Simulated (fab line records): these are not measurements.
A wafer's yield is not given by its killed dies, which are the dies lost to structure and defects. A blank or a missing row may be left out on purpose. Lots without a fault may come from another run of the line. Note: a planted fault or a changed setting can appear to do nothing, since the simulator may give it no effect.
Struck lot and sound lot, side by side | flow nand-harc | 14 steps out of a route of 1159
Sound: the wafers L215.3, L215.4, L215.6. Struck: wafer L214.5 (left out: L214.3, L214.6 of the same lot, which were not struck); the cause appears at the end.
Order at every step that has rows: each side's tool, ch and its chambers, its first start. Under that, the readings that differ: sound wafers | struck wafers | difference of the means | sigmas: that difference in standard deviations of wafers without a fault.
alike: words and numbers the same on both sides, and readings whose means are apart by under 2 such deviations; not compared: readings that were withheld, readings missing a value for some wafer, numbers with overlapping values and no deviation given by the record, and bounds like >300 which may hide the same value.
A row with sigmas, a row that says differs or no value, or rows on one side alone: a step with any of these is where the two part. Numbers that have no deviation but don't overlap get no sigmas and don't part them. A reading that every wafer of one side lacks parts them only if that side has two wafers or more.

NHARC_A_CONTACT_INSPECT_10:
  sound on defect-inspect-02, day 20 14:19; struck on defect-inspect-01, day 20 17:26
  alike: raw-defect-count
NHARC_A_CONTACT_DESCUM_13: chemistry O2, time 3 s.
  sound on rie-diel-13 ch 0,2,3, day 20 14:23; struck on rie-diel-12 ch 2, day 20 17:31
  reading                         | sound          | struck | difference | sigmas
  showerhead-plenum-p-Torr (Torr) | 1.86 1.89 1.80 | 2.03   | +0.18      | +2
  alike: drypump-motor-current-A, oes-product-au, rf-vpp-V, throttle-valve-pct
  not compared: rf-hours-counter-h
then, 5 steps without rows for these wafers: NHARC_A_CONTACT_ETCH_88 (etches the open film in CF4, target depth 39 nm, time 65 s); NHARC_A_CONTACT_ETCH_89 (etches the open film in N2/H2, target depth 260 nm, time 475.3 s); NHARC_A_CONTACT_ETCH_30 (etches the open film in CF4/CHF3, target depth 60.5 nm, time 30.2 s); NHARC_A_CONTACT_ETCH_31 (etches the open film in O2/COS, target depth 2000 nm, time 520 s); NHARC_A_CONTACT_ETCH_134 (etches the open film in C4F8/O2/Ar, time 140 s, target depth 700 nm).
NHARC_A_CONTACT_ETCH_135: etches the open film in C4F8/O2/Ar, time 132 s, target depth 1287 nm.
  sound on har-cap-etch-01 ch 0,1, day 20 15:37; struck on har-cap-etch-02 ch 1, day 20 18:46
  not compared: rf-hours-counter-h, run-length-s
then, 1 step without rows for these wafers: NHARC_A_CONTACT_ETCH_136 (etches the open film in C4F8/O2/Ar, time 132 s, target depth 1287 nm).
NHARC_A_CONTACT_ETCH_137: etches the open film in C4F8/O2/Ar, time 132 s, target depth 1287 nm.
  sound on har-cap-etch-01 ch 0,1, day 20 15:51; struck on har-cap-etch-02 ch 1, day 20 19:00
  not compared: rf-hours-counter-h, run-length-s
NHARC_A_CONTACT_ETCH_138: etches the open film in C4F8/O2/Ar, time 132 s, target depth 1289 nm.
  sound on har-cap-etch-01 ch 0,1, day 20 15:59; struck on har-cap-etch-02 ch 1, day 20 19:07
  not compared: rf-hours-counter-h, run-length-s
then, 1 step without rows for these wafers: NHARC_A_CONTACT_ETCH_139 (etches the open film in C4F8/O2/Ar, time 137 s, target depth 590 nm).
NHARC_A_CONTACT_ETCH_92: etches the open film in CH3F/O2, target depth 40 nm, time 85.7 s.
  sound on rie-diel-13 ch 0,1,2, day 20 16:28; struck on rie-diel-12 ch 1, day 20 19:39
  reading          | sound             | struck | difference | sigmas
  run-length-s (s) | 107.1 106.1 106.7 | 79.9   | -26.7      | -70
  alike: drypump-motor-current-A, oes-product-au, rf-vpp-V, showerhead-plenum-p-Torr, throttle-valve-pct
  not compared: rf-fwd-power-W, rf-hours-counter-h
NHARC_A_CONTACT_ETCH_98: etches the open film in C4F6/O2, target depth 20 nm, time 10 s.
  sound: rie-diel-13 ch 1,2; struck: rie-diel-12 ch 2
  reading                         | sound          | struck | difference | sigmas
  rf-vpp-V (V)                    | 545 542 543    | 551    | +8         | +2
  showerhead-plenum-p-Torr (Torr) | 3.83 3.71 3.71 | 4.14   | +0.39      | +2
  alike: drypump-motor-current-A, oes-product-au, rf-fwd-power-W, run-length-s, throttle-valve-pct
  not compared: rf-hours-counter-h

## WHERE THEY PART
Earliest at NHARC_A_CONTACT_DESCUM_13; latest, in this record, at NHARC_A_CONTACT_ETCH_98.

WHY: the cause the simulator had injected
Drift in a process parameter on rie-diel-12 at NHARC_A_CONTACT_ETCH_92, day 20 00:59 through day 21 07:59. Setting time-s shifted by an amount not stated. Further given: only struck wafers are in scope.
